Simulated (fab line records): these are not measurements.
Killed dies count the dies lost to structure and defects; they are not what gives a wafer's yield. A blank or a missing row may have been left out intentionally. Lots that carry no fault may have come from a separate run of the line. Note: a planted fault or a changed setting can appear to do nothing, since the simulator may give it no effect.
Which of the tools did it? -- flow nand harc -- 17 wafers from 6 lots sampled at 5 of the route's 1302 steps

WHAT EACH GAUGE READ, for each wafer
NHARC_END_SORT_01.
lot,measured,on,killed open
L921,day 27 14:01,prober-01,2 2 1
L924,day 28 18:31,prober-02,2 6 2
L926,day 29 21:48,prober-01,3 3
L936,day 33 03:29,prober-01,2 3 5

TOOL THAT RAN EACH LOT (tool first, then ch and the chambers of the sampled wafers, then the start)
lot,NHARC_A_STAIRCASE_ETCH_223,NHARC_A_STAIRCASE_TRIM_233,NHARC_A_STAIRCASE_ETCH_253,NHARC_A_STAIRCASE_STRIP_254
L915,"rie diel-08 ch 1,2,3, day 17 03:23 or earlier","rie diel-08 ch 0,2, day 17 03:23 or earlier","rie diel-10 ch 0,3, day 17 03:23","plasma asher-02 ch 0,1, day 17 03:28"
L918,"rie diel-08 ch 0,1, day 17 18:28 or earlier","rie diel-06 ch 0,1, day 17 18:28 or earlier","rie diel-10 ch 0,3, day 17 18:28","plasma asher-01 ch 0,1, day 17 18:33"
L921,"rie diel-06 ch 0,3, day 18 23:38 or earlier","rie diel-06 ch 1,2,3, day 18 23:38 or earlier","rie diel-10 ch 0,3, day 18 23:38","plasma asher-01 ch 1, day 18 23:46"
L924,"rie diel-10 ch 0,2,3, day 20 14:50 or earlier","rie diel-06 ch 0,2, day 20 14:50 or earlier","rie diel-06 ch 0,1, day 20 14:50","plasma asher-02 ch 0,1, day 20 14:56"
L926,"rie diel-10 ch 0,2, day 21 03:04 or earlier","rie diel-06 ch 1,3, day 21 03:04 or earlier","rie diel-06 ch 1,2, day 21 03:04","plasma asher-01 ch 0,1, day 21 03:15"
L936,"rie diel-06 ch 1,3, day 25 02:59 or earlier","rie diel-06 ch 0,1,2, day 25 02:59 or earlier","rie diel-08 ch 0,3, day 25 02:59","plasma asher-01 ch 0,1, day 25 03:08"
- NHARC_A_STAIRCASE_ETCH_223: etches the open film in C4F8/O2, target depth 100 nm, time 40.5 s.
- NHARC_A_STAIRCASE_TRIM_233: chemistry O2, time 211.2 s.
- NHARC_A_STAIRCASE_ETCH_253: etches the open film in C4F8/O2, target depth 50 nm, time 20.2 s.
- NHARC_A_STAIRCASE_STRIP_254: strips in O2.

THE ANSWER, worked out from the rows above alone
Rule: the lots themselves supply what counts as usual. Put in order of their means at a reading, lots are off if they are a third of the lots or fewer, leave a main group of 4 or more, and stand apart from it by a gap of 3 or more times the standard deviation of the main group's means; of several such gaps the widest counts. The tables above print the reading to a certain number of digits; a main group whose means all agree to those digits is not used. Also off: a lot with no number at a reading for which 4 or more lots have one. All remaining lots with rows at the step are treated as sound.
Nothing can be told from this: no lot is off at any reading shown.

WHAT THE SIMULATOR HAD PUT IN
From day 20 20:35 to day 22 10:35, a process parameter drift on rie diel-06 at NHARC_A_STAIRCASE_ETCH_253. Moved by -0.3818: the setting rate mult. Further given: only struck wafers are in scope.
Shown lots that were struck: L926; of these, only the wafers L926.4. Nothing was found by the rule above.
